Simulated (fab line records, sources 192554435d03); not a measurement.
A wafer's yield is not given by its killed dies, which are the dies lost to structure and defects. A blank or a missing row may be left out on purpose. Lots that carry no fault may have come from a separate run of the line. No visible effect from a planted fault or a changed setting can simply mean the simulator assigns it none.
Split-lot experiment || flow n5 finfet || 21 wafers read from 7 lots, route of 1938 steps

ON THE SPLIT
At N5_MIM_BOT_SPUTTER_00 (material TiN, target thk 35 nm, time 89.7 s), the setting time s was moved away from the recipe's 89.7 s on 6 of the 21 wafers read, by -5.8% to +12.5%. The other wafers ran this setting at the recipe's value.

Reading taken at the split's own step.

THE READING
TiN_of_MIM_BOT_SPUTTER_00.thk nm (the simulator's own value, which no gauge read), in nm, at N5_MIM_BOT_SPUTTER_00 (material TiN, target thk 35 nm, time 89.7 s). The file does not state a usual value for it. Here, 15 wafers ran the recipe; their average is 35.1 nm with a standard deviation of 0.35 nm.

{"wafer": "L075.1", "tool, chamber at the split": "pvd sputter-02, -", "time s as run, s": 89.7, "against the recipe": "recipe", "TiN_of_MIM_BOT_SPUTTER_00.thk nm, nm": 35.2, "against lot-mates on the recipe": "-"}
{"wafer": "L075.5", "tool, chamber at the split": "pvd sputter-02, -", "time s as run, s": 89.7, "against the recipe": "recipe", "TiN_of_MIM_BOT_SPUTTER_00.thk nm, nm": 35.2, "against lot-mates on the recipe": "-"}
{"wafer": "L075.3", "tool, chamber at the split": "pvd sputter-02, -", "time s as run, s": 89.7, "against the recipe": "recipe", "TiN_of_MIM_BOT_SPUTTER_00.thk nm, nm": 35.4, "against lot-mates on the recipe": "-"}
{"wafer": "L082.1", "tool, chamber at the split": "pvd sputter-03, -", "time s as run, s": 100.9, "against the recipe": "+12.5%", "TiN_of_MIM_BOT_SPUTTER_00.thk nm, nm": 40.4, "against lot-mates on the recipe": "+5.1"}
{"wafer": "L082.4", "tool, chamber at the split": "pvd sputter-03, -", "time s as run, s": 89.7, "against the recipe": "recipe", "TiN_of_MIM_BOT_SPUTTER_00.thk nm, nm": 35, "against lot-mates on the recipe": "-"}
{"wafer": "L082.5", "tool, chamber at the split": "pvd sputter-03, -", "time s as run, s": 89.7, "against the recipe": "recipe", "TiN_of_MIM_BOT_SPUTTER_00.thk nm, nm": 35.6, "against lot-mates on the recipe": "-"}
{"wafer": "L081.4", "tool, chamber at the split": "pvd sputter-03, -", "time s as run, s": 89.7, "against the recipe": "recipe", "TiN_of_MIM_BOT_SPUTTER_00.thk nm, nm": 35.4, "against lot-mates on the recipe": "-"}
{"wafer": "L081.5", "tool, chamber at the split": "pvd sputter-03, -", "time s as run, s": 89.7, "against the recipe": "recipe", "TiN_of_MIM_BOT_SPUTTER_00.thk nm, nm": 35.4, "against lot-mates on the recipe": "-"}
{"wafer": "L081.6", "tool, chamber at the split": "pvd sputter-03, -", "time s as run, s": 89.7, "against the recipe": "recipe", "TiN_of_MIM_BOT_SPUTTER_00.thk nm, nm": 35.2, "against lot-mates on the recipe": "-"}
{"wafer": "L085.2", "tool, chamber at the split": "pvd sputter-03, -", "time s as run, s": 89.7, "against the recipe": "recipe", "TiN_of_MIM_BOT_SPUTTER_00.thk nm, nm": 34.4, "against lot-mates on the recipe": "-"}
{"wafer": "L085.4", "tool, chamber at the split": "pvd sputter-03, -", "time s as run, s": 93.22, "against the recipe": "+3.9%", "TiN_of_MIM_BOT_SPUTTER_00.thk nm, nm": 36.2, "against lot-mates on the recipe": "+1.5"}
{"wafer": "L085.6", "tool, chamber at the split": "pvd sputter-03, -", "time s as run, s": 89.7, "against the recipe": "recipe", "TiN_of_MIM_BOT_SPUTTER_00.thk nm, nm": 35, "against lot-mates on the recipe": "-"}
{"wafer": "L086.4", "tool, chamber at the split": "pvd sputter-03, -", "time s as run, s": 85.48, "against the recipe": "-4.7%", "TiN_of_MIM_BOT_SPUTTER_00.thk nm, nm": 33.8, "against lot-mates on the recipe": "no lot-mate on the recipe"}
{"wafer": "L086.5", "tool, chamber at the split": "pvd sputter-03, -", "time s as run, s": 85.48, "against the recipe": "-4.7%", "TiN_of_MIM_BOT_SPUTTER_00.thk nm, nm": 33.6, "against lot-mates on the recipe": "no lot-mate on the recipe"}
{"wafer": "L086.6", "tool, chamber at the split": "pvd sputter-03, -", "time s as run, s": 85.48, "against the recipe": "-4.7%", "TiN_of_MIM_BOT_SPUTTER_00.thk nm, nm": 34, "against lot-mates on the recipe": "no lot-mate on the recipe"}
{"wafer": "L089.4", "tool, chamber at the split": "pvd sputter-02, -", "time s as run, s": 89.7, "against the recipe": "recipe", "TiN_of_MIM_BOT_SPUTTER_00.thk nm, nm": 34.6, "against lot-mates on the recipe": "-"}
{"wafer": "L089.5", "tool, chamber at the split": "pvd sputter-02, -", "time s as run, s": 89.7, "against the recipe": "recipe", "TiN_of_MIM_BOT_SPUTTER_00.thk nm, nm": 34.4, "against lot-mates on the recipe": "-"}
{"wafer": "L089.6", "tool, chamber at the split": "pvd sputter-02, -", "time s as run, s": 89.7, "against the recipe": "recipe", "TiN_of_MIM_BOT_SPUTTER_00.thk nm, nm": 34.8, "against lot-mates on the recipe": "-"}
{"wafer": "L097.1", "tool, chamber at the split": "pvd sputter-03, -", "time s as run, s": 84.5, "against the recipe": "-5.8%", "TiN_of_MIM_BOT_SPUTTER_00.thk nm, nm": 33.2, "against lot-mates on the recipe": -1.9}
{"wafer": "L097.2", "tool, chamber at the split": "pvd sputter-03, -", "time s as run, s": 89.7, "against the recipe": "recipe", "TiN_of_MIM_BOT_SPUTTER_00.thk nm, nm": 35, "against lot-mates on the recipe": "-"}
{"wafer": "L097.3", "tool, chamber at the split": "pvd sputter-03, -", "time s as run, s": 89.7, "against the recipe": "recipe", "TiN_of_MIM_BOT_SPUTTER_00.thk nm, nm": 35.2, "against lot-mates on the recipe": "-"}

THE FIT
A straight line over all 21 wafers: TiN_of_MIM_BOT_SPUTTER_00.thk nm changes by +0.369 nm for each +1% of time s; r = +0.96; the points scatter about the line by 0.41 nm.
The same after taking each lot's own level away (the mean of its wafers on the recipe; 18 wafers): +0.392 nm for each +1%; r = +0.99; scatter 0.21 nm.
The reading moves by 4.9 nm for the largest change in time s, on that fit.
Measured against the standard deviation above, the lots' own levels, which go from 34.60 to 35.33 nm, span 2.1 times it.
The two slopes agree, so the slope changes little with the lot-to-lot level.
Check: +4.33 nm against its lot-mates is what the line predicts for one of the wafers moved furthest among these (+12.5%) when that wafer is left out of the fit. Against them it came out at +5.1 nm.

FILE'S OWN FIT
TiN_of_MIM_BOT_SPUTTER_00.thk nm changes by +0.393 nm for each +1% of time s, r = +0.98.
